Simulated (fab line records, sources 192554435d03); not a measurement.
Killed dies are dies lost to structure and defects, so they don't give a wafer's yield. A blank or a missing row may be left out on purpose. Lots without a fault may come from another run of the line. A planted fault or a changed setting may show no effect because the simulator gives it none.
fab line records | flow n5_finfet | part 1 of 2: steps 1 to 22 of 30
record lots=5 wafers=15 last_day=16
route steps=1938 shown BEOL_M13@1675
lots that met no fault: from a run of the same line without faults
start_h: hours from the record's first day to the start of the lot's first wafer shown | wait_h: hours since the lot's step before | " the same as in the row above | L1.1+2: a row that stands for several wafers | - no value, or no start given | * or withheld: withheld | < > ~ a bound
route shown NAME@n: a module of which the file shows steps, and the number in the route of the first | usual: mean/standard deviation of fault-free wafers | same: alike in all rows | chamber/n: place in a boat | sites: the reading at each site | _std_site: their standard deviation | _edge_site: outer sites' mean less inner sites' | radius_mm: how far each site lies from the wafer's centre | mask NAME#n: copy n | behind: the tool/chamber that last shaped the wafer | hold: why the lot was held/for how many hours/how that ended | device: the transistor (n, p or np) that didn't switch | end of line: the same wafers' tests at the end of the route | a step without rows: its recipe alone | killed: dies lost to structure and defects at the first sort, not the wafer's yield | map: a wafer's dies, x killed, . not, _ none there
set.NAME: the setting as run; set.NAME@STEP: as run at that earlier step | model.NAME: the simulator's own value behind a step, which no gauge read
lots at some steps of the route; a table a step, a row a wafer
services: from which hour (start_h, from the record's first day; less than 0 if before it) a tool's chamber was out of use, for how many hours, and why
## steps
# step N5_BEOL_M13_STRIP_63
# recipe chemistry=N2/H2 power_w=1000 temp_c=250 h2_frac=0.65 overash_fraction=0.3 pressure_mtorr=1000 n2_flow_sccm=1750 h2_flow_sccm=3250
# usual drypump_motor_current_A=5.4/0.37 heater_power_w=305/12 oes_product_au=0.676/0.0049 strip_time_to_endpoint_s=28.4/1.3
# columns lot.wafer tool chamber start_h wait_h drypump_motor_current_A heater_power_w oes_product_au rf_hours_counter_h strip_time_to_endpoint_s
L074.1 plasma_asher-02 0 229.37 - 5.8 320 0.671 110 27.6
L074.2 " 1 " " 5.9 305 0.678 110 29.1
L074.4 " 1 " " 5.9 307 0.677 - 28.2
L077.1 plasma_asher-02 1 252.35 - 5.9 309 0.685 115 28.7
L077.3 " 0 " " 5.8 326 0.678 - 30.5
L077.4 " 1 " " 5.9 306 0.683 - 28.1
L086.1 plasma_asher-01 1 299.10 - 5.3 307 0.680 85 28.4
L086.4 " 0 " " 4.9 292 0.667 - 28.4
L086.6 " 0 " " 4.9 292 0.680 - 27.5
L094.4 plasma_asher-01 0 351.27 - 4.9 289 0.680 - 29.5
L094.5 " 0 " " 5.0 286 0.678 - 28.6
L094.6 " 1 " " 5.2 302 0.680 - 28.1
L095.1 plasma_asher-01 0 357.66 - 4.9 288 0.673 93 29.0
L095.4 " 1 " " 5.3 293 0.675 - 28.0
L095.6 " 0 " " 4.9 293 0.664 - 27.9
# step N5_BEOL_M13_STRIP_64
# recipe chemistry=N2/H2 power_w=1000 temp_c=250 h2_frac=0.65 overash_fraction=0.3 pressure_mtorr=withheld n2_flow_sccm=1750 h2_flow_sccm=3250
# usual drypump_motor_current_A=5.4/0.37 heater_power_w=304/12 oes_product_au=0.715/0.0048 strip_time_to_endpoint_s=31.37/0.077
# columns lot.wafer tool chamber start_h wait_h drypump_motor_current_A heater_power_w oes_product_au rf_hours_counter_h strip_time_to_endpoint_s
L074.1 plasma_asher-02 0 229.43 0.0 5.8 323 0.721 111 31.33
L074.2 " 1 " " 5.8 314 0.721 111 31.30
L074.4 " 1 " " 5.9 302 0.710 - 31.31
L077.1 plasma_asher-02 1 252.41 0.0 5.8 304 0.719 115 31.47
L077.3 " 0 " " 5.8 327 0.712 - 31.35
L077.4 " 1 " " 5.8 300 0.712 - 31.44
L086.1 plasma_asher-01 1 299.16 0.0 5.2 305 0.714 85 31.41
L086.4 " 0 " " 5.0 297 0.721 - 31.43
L086.6 " 0 " " 5.0 294 0.705 - 31.39
L094.4 plasma_asher-01 0 351.33 0.0 5.0 293 0.724 - 31.28
L094.5 " 0 " " 5.0 292 0.713 - 31.23
L094.6 " 1 " " 5.3 305 0.717 - 31.24
L095.1 plasma_asher-01 0 357.72 0.0 5.0 295 0.712 93 31.33
L095.4 " 1 " " 5.3 298 0.713 - 31.37
L095.6 " 0 " " 4.9 300 0.717 - 31.30
# step N5_BEOL_M13_STRIP_71
# recipe chemistry=post_etch_residue_remover time_s=60 temp_c=25 remover_ph=withheld remover_water_wt_pct=withheld remover_fluoride_wt_pct=withheld
# columns lot.wafer tool chamber start_h wait_h
L074.1+2+4 wet_bench-04 5,2,4 229.52 0.1
L077.1+3+4 wet_bench-04 4,3,7 252.49 0.1
L086.1+4+6 wet_bench-05 4,2,3 299.25 0.1
L094.4+5+6 wet_bench-04 2,6,1 351.40 0.1
L095.1+4+6 wet_bench-05 1,6,2 357.81 0.1
# step N5_BEOL_M13_SRD_72
# recipe time_s=30 temp_c=23 rinse_liquid=diw dry=n2_spin spin_rpm=1500 dry_time_s=30
# usual bath_heat_duty_pct=3.7/0.53
# columns lot.wafer tool chamber start_h wait_h bath_heat_duty_pct
L074.1 wet_bench-04 5 229.54 0.0 3.4
L074.2 " 2 " " 4.3
L074.4 " 4 " " 4.2
L077.1 wet_bench-04 4 252.51 0.0 3.9
L077.3 " 3 " " 3.6
L077.4 " 7 " " 3.5
L086.1 wet_bench-05 4 299.27 0.0 3.0
L086.4 " 2 " " 4.2
L086.6 " 3 " " 3.2
L094.4 wet_bench-04 2 351.44 0.0 3.3
L094.5 " 6 " " 2.9
L094.6 " 1 " " 2.1
L095.1 wet_bench-05 1 357.83 0.0 4.3
L095.4 " 6 " " 3.1
L095.6 " 2 " " 3.9
# step N5_BEOL_M13_CD_MEAS_17
# recipe target_cd_nm=190 polarity=opening
# usual cd_nm=190.5/2
# columns lot.wafer tool chamber start_h wait_h cd_nm
L074.1 cd_sem-02 - 229.58 0.0 190.4
L074.2 " - " " 189.9
L074.4 " - " " 187.7
L077.1 cd_sem-02 - 252.55 0.0 194.3
L077.3 " - " " 189.8
L077.4 " - " " 190.3
L086.1 cd_sem-01 - 299.31 0.0 189.2
L086.4 " - " " 190.6
L086.6 " - " " 189.6
L094.4 cd_sem-02 - 351.50 0.0 192.8
L094.5 " - " " 189.8
L094.6 " - " " 192.1
L095.1 cd_sem-03 - 357.87 0.0 188.3
L095.4 " - " " 188.3
L095.6 " - " " 190.8
# step N5_BEOL_M13_COAT_65
# recipe resist=SOC temp_c=250 time_s=60 spin_rpm=1500 resist_thk_nm=350
# usual heater_power_total_W=500.4/1.8
# columns lot.wafer tool chamber start_h wait_h heater_power_total_W
L074.1 litho_track-02 0 229.62 0.0 502.8
L074.2 " 0 " " 503.1
L074.4 " 0 " " 500.5
L077.1 litho_track-03 0 252.59 0.0 499.2
L077.3 " 0 " " 503.1
L077.4 " 0 " " 501.4
L086.1 litho_track-03 0 299.35 0.0 501.9
L086.4 " 0 " " 502.2
L086.6 " 0 " " 503.0
L094.4 litho_track-05 0 351.54 0.0 501.4
L094.5 " 0 " " 502.6
L094.6 " 0 " " 498.9
L095.1 litho_track-05 0 357.90 0.0 503.1
L095.4 " 0 " " 502.2
L095.6 " 0 " " 500.2
# step N5_BEOL_M13_COAT_66
# recipe resist=SiARC temp_c=220 time_s=60 spin_rpm=1500 resist_thk_nm=110
# usual heater_power_total_W=427.4/2.1
# columns lot.wafer tool chamber start_h wait_h heater_power_total_W
L074.1 litho_track-02 0 - - 430.5
L074.2 " 0 " " 430.4
L074.4 " 0 " " 424.3
L077.1 litho_track-03 0 - - 429.4
L077.3 " 0 " " 428.1
L077.4 " 0 " " 429.6
L086.1 litho_track-03 0 - - 429.3
L086.4 " 0 " " 427.0
L086.6 " 0 " " 425.1
L094.4 litho_track-05 0 - - 430.7
L094.5 " 0 " " 429.8
L094.6 " 0 " " 428.3
L095.1 litho_track-05 0 - - 424.6
L095.4 " 0 " " 428.8
L095.6 " 0 " " 425.8
# step N5_BEOL_M13_COAT_22
# recipe spin_rpm=2888 resist_thk_nm=300
# columns lot.wafer tool chamber start_h wait_h
L074.1+2+4 litho_track-02 0 - -
L077.1+3+4 litho_track-03 0 - -
L086.1+4+6 litho_track-03 0 - -
L094.4+5+6 litho_track-05 0 - -
L095.1+4+6 litho_track-05 0 - -
# step N5_BEOL_M13_EBR_24
# recipe solvent=PGMEA ebr_width_mm=1.5
# columns lot.wafer tool chamber start_h wait_h
L074.1+2+4 litho_track-02 0 - -
L077.1+3+4 litho_track-03 0 - -
L086.1+4+6 litho_track-03 0 - -
L094.4+5+6 litho_track-05 0 - -
L095.1+4+6 litho_track-05 0 - -
# step N5_BEOL_M13_SOFTBAKE_23
# recipe temp_c=130 time_s=60
# usual heater_power_total_W=218.6/1.6
# columns lot.wafer tool chamber start_h wait_h heater_power_total_W
L074.1 litho_track-02 0 - - 216.9
L074.2 " 0 " " 216.8
L074.4 " 0 " " 216.7
L077.1 litho_track-03 0 - - 218.5
L077.3 " 0 " " 219.2
L077.4 " 0 " " 218.6
L086.1 litho_track-03 0 - - 220.7
L086.4 " 0 " " 217.8
L086.6 " 0 " " 220.8
L094.4 litho_track-05 0 - - 218.6
L094.5 " 0 " " 216.3
L094.6 " 0 " " 217.1
L095.1 litho_track-05 0 - - 218.5
L095.4 " 0 " " 218.1
L095.6 " 0 " " 217.5
# step N5_BEOL_M13_EXPOSE_25
# recipe mask_id=M13 na=0.93 source_shape=conventional sigma_outer=0.4 polarization=unpolarized target_cd_nm=210 dose_mj=22
# columns lot.wafer tool chamber start_h wait_h mask
L074.1+2+4 krf_scanner-02 0 229.74 - M13#0
L077.1+3+4 krf_scanner-01 0 252.83 - M13#0
L086.1+4+6 krf_scanner-01 0 299.47 - M13#0
L094.4+5+6 krf_scanner-01 0 351.80 - M13#0
L095.1+4+6 krf_scanner-01 0 358.02 - M13#0
# step N5_BEOL_M13_PEB_26
# recipe peb_temp_c=130 peb_time_s=90
# usual heater_power_total_W=172.5/0.76
# same peb_time_s=90
# columns lot.wafer tool chamber start_h wait_h heater_power_total_W
L074.1 litho_track-05 0 229.79 0.1 172.8
L074.2 " 0 " " 171.9
L074.4 " 0 " " 172.3
L077.1 litho_track-02 0 252.89 0.1 172.2
L077.3 " 0 " " 172.9
L077.4 " 0 " " 173.6
L086.1 litho_track-02 0 299.52 0.1 173.0
L086.4 " 0 " " 173.9
L086.6 " 0 " " 172.3
L094.4 litho_track-03 0 351.84 0.0 172.0
L094.5 " 0 " " 172.8
L094.6 " 0 " " 172.9
L095.1 litho_track-03 0 358.08 0.1 172.6
L095.4 " 0 " " 171.6
L095.6 " 0 " " 172.9
# step N5_BEOL_M13_DEVELOP_27
# recipe develop_time_s=45 rinse_liquid=diw dry=air_spin dev_temp_c=21
# columns lot.wafer tool chamber start_h wait_h
L074.1+2+4 litho_track-05 0 - -
L077.1+3+4 litho_track-02 0 - -
L086.1+4+6 litho_track-02 0 - -
L094.4+5+6 litho_track-03 0 - -
L095.1+4+6 litho_track-03 0 - -
# step N5_BEOL_M13_HARDBAKE_32
# recipe temp_c=130 time_s=120
# usual heater_power_total_W=148.1/0.9
# columns lot.wafer tool chamber start_h wait_h heater_power_total_W
L074.1 litho_track-05 0 - - 148.6
L074.2 " 0 " " 149.3
L074.4 " 0 " " 148.8
L077.1 litho_track-02 0 - - 147.4
L077.3 " 0 " " 147.3
L077.4 " 0 " " 147.9
L086.1 litho_track-02 0 - - 147.3
L086.4 " 0 " " 149.0
L086.6 " 0 " " 146.3
L094.4 litho_track-03 0 - - 148.9
L094.5 " 0 " " 148.9
L094.6 " 0 " " 149.1
L095.1 litho_track-03 0 - - 149.1
L095.4 " 0 " " 148.3
L095.6 " 0 " " 148.6
# step N5_BEOL_M13_CD_MEAS_28
# recipe target_cd_nm=209.5 landing_energy_ev=500 detector=se_inlens
# usual cd_nm=209.2/1.3
# columns lot.wafer tool chamber start_h wait_h cd_nm
L074.1 cd_sem-03 0 229.91 - 210.0
L074.2 " 0 " " 207.5
L074.4 " 0 " " 208.8
L077.1 cd_sem-02 0 253.00 - 211.1
L077.3 " 0 " " 211.0
L077.4 " 0 " " 209.1
L086.1 cd_sem-01 0 299.64 - 211.2
L086.4 " 0 " " 210.2
L086.6 " 0 " " 210.5
L094.4 cd_sem-02 0 351.95 - 208.6
L094.5 " 0 " " 207.8
L094.6 " 0 " " 208.4
L095.1 cd_sem-03 0 358.19 - 208.5
L095.4 " 0 " " 206.8
L095.6 " 0 " " 209.9
# step N5_BEOL_M13_OVL_MEAS_29
# recipe points_per_wafer=44
# usual M13_OVL=-3/5
# columns lot.wafer tool chamber start_h wait_h M13_OVL[nm]
L074.1 overlay-02 0 229.94 0.0 7
L074.2 " 0 " " 2
L074.4 " 0 " " -2
L077.1 overlay-02 0 253.03 0.0 -8
L077.3 " 0 " " -7
L077.4 " 0 " " -2
L086.1 overlay-01 0 299.67 0.0 -8
L086.4 " 0 " " -7
L086.6 " 0 " " -9
L094.4 overlay-01 0 351.98 0.0 0
L094.5 " 0 " " -2
L094.6 " 0 " " -5
L095.1 overlay-02 0 358.22 0.0 -7
L095.4 " 0 " " -9
L095.6 " 0 " " -9
# step N5_BEOL_M13_INSPECT_30
# recipe mode=adi inspect_instrument=macro
# usual raw_defect_count=2.1/1.3
# columns lot.wafer tool chamber start_h wait_h raw_defect_count
L074.1 defect_inspect-01 - 229.96 0.0 3
L074.2 " - " " 1
L074.4 " - " " 2
L077.1 defect_inspect-01 - 253.06 0.0 1
L077.3 " - " " 3
L077.4 " - " " 2
L086.1 defect_inspect-02 - 299.69 0.0 1
L086.4 " - " " 2
L086.6 " - " " 3
L094.4 defect_inspect-01 - 352.01 0.0 1
L094.5 " - " " 2
L094.6 " - " " 1
L095.1 defect_inspect-02 - 358.25 0.0 4
L095.4 " - " " 1
L095.6 " - " " 4
# step N5_BEOL_M13_DESCUM_33
# recipe chemistry=O2 time_s=7.9 source_power_w=50 bias_power_w=20 pressure_mtorr=20 rf_frequency_hz=2.712e+07 temp_c=40 o2_flow_sccm=225
# usual drypump_motor_current_A=5.7/0.37 oes_product_au=0.76/0.095 rf_vpp_V=243.0/1.3 showerhead_plenum_p_Torr=2.09/0.064 throttle_valve_pct=20.58/0.26
# columns lot.wafer tool chamber start_h wait_h drypump_motor_current_A oes_product_au rf_hours_counter_h rf_vpp_V showerhead_plenum_p_Torr throttle_valve_pct
L074.1 rie_diel-04 1 230.00 0.0 6.1 0.94 17 242.4 2.05 20.18
L074.2 " 0 " " 4.7 0.68 218 242.2 2.00 20.73
L074.4 " 3 " " 6.0 0.69 234 241.6 2.08 21.03
L077.1 rie_diel-04 3 253.09 0.0 5.9 0.70 241 243.4 2.08 21.01
L077.3 " 2 " " 5.8 0.71 207 243.5 2.17 20.20
L077.4 " 1 " " 6.1 0.92 24 243.3 2.04 20.20
L086.1 rie_diel-04 1 300.30 0.6 6.1 0.90 39 240.3 2.04 20.22
L086.4 " 0 " " 4.7 0.66 - 241.2 1.99 20.75
L086.6 " 1 " " 6.1 0.90 - 244.1 2.04 20.22
L094.4 rie_diel-01 2 352.04 0.0 6.2 0.67 223 243.1 2.09 20.77
L094.5 " 0 " " 5.3 0.89 - 243.5 2.14 20.60
L094.6 " 3 " " 5.8 0.68 - 242.3 2.00 20.57
L095.1 rie_diel-03 0 358.28 0.0 5.6 0.69 205 245.3 2.17 20.79
L095.4 " 0 " " 5.7 0.69 - 244.4 2.17 20.80
L095.6 " 1 " " 5.8 0.70 - 242.0 2.08 20.83
# step N5_BEOL_M13_ETCH_67
# recipe chemistry=CF4 target=SiARC target_depth_a=1430 time_s=238.3 ion_energy_ev=80 pressure_mtorr=40 source_w=545 bias_w=36 Ar_flow_sccm=100 cf4_flow_sccm=100 ends=cleared
# usual bias_w=35.99/0.11 drypump_motor_current_A=5.7/0.36 etch_rf_on_time_s=238/6 oes_product_au=0.65/0.083 rf_vpp_V=183.9/1.1 showerhead_plenum_p_Torr=2.13/0.06 throttle_valve_pct=15.73/0.22
# columns lot.wafer tool chamber start_h wait_h bias_w drypump_motor_current_A etch_rf_on_time_s oes_product_au rf_hours_counter_h rf_vpp_V showerhead_plenum_p_Torr throttle_valve_pct
L074.1 rie_diel-04 1 230.03 0.0 35.97 6.1 233 0.81 17 182.1 2.12 15.42
L074.2 " 0 " " 36.06 4.7 237 0.58 218 184.1 2.03 15.80
L074.4 " 3 " " 35.96 5.9 238 0.61 234 183.0 2.12 16.15
L077.1 rie_diel-04 3 253.13 0.0 35.98 5.9 238 0.60 241 184.5 2.12 16.17
L077.3 " 2 " " 35.85 5.8 244 0.60 207 185.6 2.20 15.37
L077.4 " 1 " " 36.13 6.0 233 0.79 24 183.4 2.12 15.45
L086.1 rie_diel-04 1 300.34 0.0 35.88 6.1 229 0.77 39 182.6 2.11 15.46
L086.4 " 0 " " 35.84 4.7 236 0.58 - 182.4 2.02 15.83
L086.6 " 1 " " 36.04 6.1 230 0.77 - 183.8 2.11 15.47
L094.4 rie_diel-01 2 352.07 0.0 36.08 6.2 243 0.59 223 183.8 2.11 15.84
L094.5 " 0 " " 35.88 5.3 229 0.76 - 184.6 2.17 15.66
L094.6 " 3 " " 35.85 5.8 250 0.58 - 182.3 2.04 15.72
L095.1 rie_diel-03 0 358.32 0.0 35.96 5.7 242 0.58 205 184.5 2.20 15.95
L095.4 " 0 " " 35.91 5.6 241 0.59 - 183.9 2.20 15.95
L095.6 " 1 " " 35.89 5.7 242 0.60 - 185.3 2.12 15.91
# step N5_BEOL_M13_ETCH_68
# recipe chemistry=N2/H2 target=SOC mask_material=SiARC source_w=3000 bias_w=350 temp_c=40 time_s=355 ion_energy_ev=200 pressure_mtorr=30 n2_flow_sccm=200 h2_flow_sccm=200
# usual bias_w=350.1/0.98 drypump_motor_current_A=5.7/0.36 oes_product_au=0.76/0.092 rf_vpp_V=523.5/2.4 showerhead_plenum_p_Torr=2.52/0.08 throttle_valve_pct=17.86/0.25
# columns lot.wafer tool chamber start_h wait_h bias_w drypump_motor_current_A oes_product_au rf_hours_counter_h rf_vpp_V showerhead_plenum_p_Torr throttle_valve_pct
L074.1 rie_diel-04 1 230.18 0.1 350.0 6.0 0.93 17 523.4 2.49 17.51
L074.2 " 0 " " 349.3 4.7 0.68 219 520.8 2.41 18.15
L074.4 " 3 " " 351.1 6.0 0.69 234 522.1 2.50 18.17
L077.1 rie_diel-04 3 253.27 0.1 349.6 5.9 0.69 241 522.6 2.50 18.18
L077.3 " 2 " " 350.2 5.7 0.70 207 526.5 2.63 17.48
L077.4 " 1 " " 349.5 6.1 0.92 24 523.0 2.49 17.53
L086.1 rie_diel-04 1 300.48 0.1 352.1 6.1 0.90 39 522.6 2.48 17.54
L086.4 " 0 " " 348.1 4.7 0.67 - 517.7 2.40 18.19
L086.6 " 1 " " 351.3 6.1 0.90 - 521.1 2.48 17.54
L094.4 rie_diel-01 2 352.22 0.1 350.5 6.3 0.68 223 521.2 2.52 18.06
L094.5 " 0 " " 349.7 5.3 0.88 - 524.9 2.57 17.76
L094.6 " 3 " " 349.2 5.8 0.69 - 520.6 2.41 17.86
L095.1 rie_diel-03 0 358.46 0.1 351.4 5.7 0.68 205 525.9 2.64 18.16
L095.4 " 0 " " 350.2 5.7 0.70 - 526.8 2.64 18.16
L095.6 " 1 " " 350.6 5.8 0.70 - 523.0 2.50 18.03
# step N5_BEOL_M13_STRIP_69
# recipe chemistry=N2/H2 temp_c=40 n2_flow_sccm=200 h2_flow_sccm=200 rf_frequency_hz=6e+07
# columns lot.wafer tool chamber start_h wait_h
L074.1+2+4 rie_diel-04 1,0,3 230.39 0.1
L077.1+3+4 rie_diel-04 3,2,1 253.48 0.1
L086.1+4+6 rie_diel-04 1,0,1 300.69 0.1
L094.4+5+6 rie_diel-01 2,0,3 352.43 0.1
L095.1+4+6 rie_diel-03 0,0,1 358.67 0.1
# step N5_BEOL_M13_TRENCH_ETCH_34
# recipe chemistry=C4F8/O2/Ar target=SiOC target_depth_a=4134.7 mask_material=SOC pressure_mtorr=30 source_w=3000 bias_w=700 Ar_flow_sccm=400 C4F8_flow_sccm=15 O2_flow_sccm=8 he_inner_torr=15 he_outer_torr=30 time_s=162.6 ion_energy_ev=250
# usual O2_flow_sccm=7.999/0.024 bias_w=700.0/2.3 drypump_motor_current_A=5.7/0.36 he_inner_torr=15.002/0.026 he_outer_torr=30.00/0.06 oes_product_au=0.76/0.093 rf_vpp_V=665/3.1 showerhead_plenum_p_Torr=3.40/0.095 throttle_valve_pct=24.31/0.23
# columns lot.wafer tool chamber start_h wait_h O2_flow_sccm bias_w drypump_motor_current_A he_inner_torr he_outer_torr oes_product_au rf_hours_counter_h rf_vpp_V showerhead_plenum_p_Torr throttle_valve_pct
L074.1 rie_diel-04 1 230.40 0.0 8.008 701.8 6.1 14.985 29.93 0.95 17 664 3.38 24.15
L074.2 " 0 " " 8.018 700.7 4.7 14.993 30.05 0.68 219 660 3.26 24.45
L074.4 " 3 " " 8.051 700.4 6.0 15.021 30.04 0.70 234 664 3.38 24.68
L077.1 rie_diel-04 3 253.49 0.0 8.007 701.8 5.9 14.977 29.98 0.69 242 665 3.37 24.66
L077.3 " 2 " " 8.010 702.2 5.8 14.976 30.07 0.71 207 668 3.51 23.81
L077.4 " 1 " " 7.972 703.1 6.1 14.982 30.09 0.93 24 663 3.38 24.16
L086.1 rie_diel-04 1 300.70 0.0 8.003 697.7 6.1 15.015 30.00 0.89 39 663 3.37 24.18
L086.4 " 0 " " 8.012 700.1 4.7 15.009 29.94 0.67 - 660 3.25 24.49
L086.6 " 1 " " 8.026 700.3 6.1 14.974 30.02 0.90 - 663 3.37 24.19
L094.4 rie_diel-01 2 352.44 0.0 8.004 702.0 6.3 15.020 29.98 0.67 223 665 3.37 24.36
L094.5 " 0 " " 7.989 698.7 5.3 15.032 30.04 0.88 - 668 3.44 24.19
L094.6 " 3 " " 7.971 699.4 5.8 15.004 29.99 0.68 - 661 3.24 24.14
L095.1 rie_diel-03 0 358.68 0.0 8.007 700.0 5.6 14.981 29.95 0.69 205 670 3.52 24.54
L095.4 " 0 " " 8.002 701.1 5.6 15.020 29.97 0.69 - 669 3.52 24.52
L095.6 " 1 " " 8.018 698.2 5.8 15.017 30.12 0.69 - 664 3.40 24.53
